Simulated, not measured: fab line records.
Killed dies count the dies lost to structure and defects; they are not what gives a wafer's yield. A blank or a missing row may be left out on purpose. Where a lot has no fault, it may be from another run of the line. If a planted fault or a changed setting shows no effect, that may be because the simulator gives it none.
Matching of chambers ; flow n5 finfet ; N5_BEOL_M1_PRE_CLEAN_60 on cvd co-01: 3 sister chambers
The step time 15 s. 22 wafers are shown with their chamber, then 11 later ones without.

## WAFERS PAIRED WITH THEIR CHAMBERS
wafer;chamber;heater power w (W)
L077.1;1;80
L077.2;2;62
L077.5;2;61
L080.1;0;76
L080.3;2;62
L080.5;1;81
L079.1;1;81
L079.4;0;76
L079.5;1;81
L081.2;2;63
L081.4;2;62
L081.6;0;76
L085.1;2;64
L085.3;0;74
L085.6;0;77
L086.1;2;62
L086.2;0;76
L086.5;1;79
L087.1;0;77
L087.4;2;64
L087.6;0;77
L089.2;2;64

SIGNATURES (averages over the wafers above)
reading;chamber 0;chamber 1;chamber 2;scatter within a chamber
heater power w;76.12;80.40;62.67;1.03
Rule: distance of a wafer from a chamber = root of the sum over the readings of ((wafer's reading minus chamber's mean) / reading's scatter) squared. The wafer belongs to the nearest chamber; if the next one is less than 2 further off, it can't be placed. The scatter: take each reading less its chamber's mean, square it, sum over the shown wafers, divide by the number of wafers less the number of chambers, and take the root.

## WAFERS WITH NO CHAMBER GIVEN
wafer;heater power w (W)
L089.5;77
L089.6;82
L090.2;63
L090.5;64
L090.6;76
L092.2;65
L092.3;80
L092.5;63
L093.3;78
L093.5;64
L093.6;78

## WHICH CHAMBER EACH ONE RAN IN
wafer;from the rows above;in truth
L089.5;0;0
L089.6;1;1
L090.2;2;2
L090.5;2;2
L090.6;0;0
L092.2;2;2
L092.3;1;1
L092.5;2;2
L093.3;can't be placed: 0 or 1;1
L093.5;2;2
L093.6;can't be placed: 0 or 1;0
Correctly placed: 9 of 11. Can't be placed from these rows: 2 (the true chamber is among the candidates in 2). Number placed wrongly: 0.
